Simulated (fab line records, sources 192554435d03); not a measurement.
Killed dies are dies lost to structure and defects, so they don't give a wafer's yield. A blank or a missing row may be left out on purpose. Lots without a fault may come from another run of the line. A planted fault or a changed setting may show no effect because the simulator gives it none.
Split-lot experiment | flow n5_finfet | 7 lots, 39 wafers read, on a route of 1938 steps

THE SPLIT
At N5_FIN_SAQP_ETCH_65 (etches SiO2 in CF4, target depth 4 nm, time 4.4 s), the setting time_s was moved away from the recipe's 4.4 s on 18 of the 39 wafers read, by -38.3% to +51.6%. The other wafers ran this setting at the recipe's value.

The reading is taken at the split's own step.

THE READING
etch.depth_nm (the simulator's own value, which no gauge read), in nm, at N5_FIN_SAQP_ETCH_65 (etches SiO2 in CF4, target depth 4 nm, time 4.4 s). The file gives no usual value for it. The 21 wafers here that ran the recipe average 4.012 nm, standard deviation 0.086 nm.

wafer  | tool, chamber at the split | time_s as run, s | against the recipe | etch.depth_nm, nm | against lot-mates on the recipe
L074.1 | rie_si-04, 2               | 4.4              | recipe             | 4.157             | -
L074.2 | rie_si-04, 3               | 3.377            | -23.3%             | 3.05              | -1.039
L074.3 | rie_si-04, 0               | 4.4              | recipe             | 3.987             | -
L074.4 | rie_si-04, 1               | 3.377            | -23.3%             | 3.067             | -1.022
L074.5 | rie_si-04, 1               | 3.377            | -23.3%             | 3.088             | -1.001
L074.6 | rie_si-04, 2               | 4.4              | recipe             | 4.124             | -
L075.1 | rie_si-06, 1               | 2.713            | -38.3%             | 2.451             | -1.573
L075.2 | rie_si-06, 0               | 4.4              | recipe             | 4.12              | -
L075.3 | rie_si-06, 2               | 2.713            | -38.3%             | 2.463             | -1.561
L075.4 | rie_si-06, 3               | 4.4              | recipe             | 3.997             | -
L075.5 | rie_si-06, 1               | 4.4              | recipe             | 3.956             | -
L075.6 | rie_si-06, 2               | 2.713            | -38.3%             | 2.45              | -1.574
L082.2 | rie_si-06, 1               | 4.4              | recipe             | 3.962             | -
L082.3 | rie_si-06, 0               | 4.4              | recipe             | 4.146             | -
L082.6 | rie_si-06, 1               | 4.4              | recipe             | 3.973             | -
L088.1 | rie_si-02, 2               | 4.4              | recipe             | 4.026             | -
L088.2 | rie_si-02, 3               | 4.4              | recipe             | 3.96              | -
L088.3 | rie_si-02, 1               | 3.367            | -23.5%             | 2.959             | -1.050
L088.4 | rie_si-02, 0               | 4.4              | recipe             | 4.04              | -
L088.5 | rie_si-02, 0               | 3.367            | -23.5%             | 3.118             | -0.891
L088.6 | rie_si-02, 3               | 3.367            | -23.5%             | 3.035             | -0.974
L089.1 | rie_si-04, 3               | 4.4              | recipe             | 3.87              | -
L089.2 | rie_si-04, 1               | 6.227            | +41.5%             | 5.573             | +1.644
L089.3 | rie_si-04, 0               | 4.4              | recipe             | 3.863             | -
L089.4 | rie_si-04, 2               | 4.4              | recipe             | 4.055             | -
L089.5 | rie_si-04, 0               | 6.227            | +41.5%             | 5.441             | +1.512
L089.6 | rie_si-04, 1               | 6.227            | +41.5%             | 5.564             | +1.635
L094.1 | rie_si-06, 3               | 6.672            | +51.6%             | 6.079             | +2.028
L094.2 | rie_si-06, 2               | 4.4              | recipe             | 3.974             | -
L094.3 | rie_si-06, 0               | 4.4              | recipe             | 4.168             | -
L094.4 | rie_si-06, 1               | 6.672            | +51.6%             | 6.039             | +1.988
L094.5 | rie_si-06, 0               | 6.672            | +51.6%             | 6.289             | +2.238
L094.6 | rie_si-06, 3               | 4.4              | recipe             | 4.01              | -
L096.1 | rie_si-06, 3               | 5.858            | +33.1%             | 5.336             | +1.384
L096.2 | rie_si-06, 2               | 4.4              | recipe             | 3.953             | -
L096.3 | rie_si-06, 0               | 5.858            | +33.1%             | 5.478             | +1.526
L096.4 | rie_si-06, 1               | 4.4              | recipe             | 3.954             | -
L096.5 | rie_si-06, 2               | 4.4              | recipe             | 3.949             | -
L096.6 | rie_si-06, 1               | 5.858            | +33.1%             | 5.287             | +1.335

THE FIT
A straight line over all 39 wafers: etch.depth_nm changes by +0.04 nm for each +1% of time_s; r = +1.00; the points scatter about the line by 0.092 nm.
The same after taking each lot's own level away (the mean of its wafers on the recipe; 39 wafers): +0.0407 nm for each +1%; r = +1.00; scatter 0.08 nm.
On that fit, the largest move of time_s shifts the reading by 2.1 nm.
The lots' own levels span 3.9293 to 4.0893 nm, that is 1.9 times the standard deviation above.
So the lot-to-lot level changes the slope little: the two slopes agree.
Check: with one of the wafers moved furthest among these (+51.6%) left out of the fit, the line predicts +2.1 nm for it against its lot-mates. It came out at +2.03 nm against them.

OTHER SPLITS ON THESE WAFERS
These wafers also went through other splits before the reading. Each is held against what the fit with the lots' levels taken away leaves over:
other split on the same wafers | wafers away from the commonest value | r with etch.depth_nm (lot level and that fit taken away)
N5_ZERO_LAYER_PECVD_02 time_s  | 18                                   | -0.26

THE FILE'S OWN FIT
etch.depth_nm changes by +0.0407 nm for each +1% of time_s, r = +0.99.
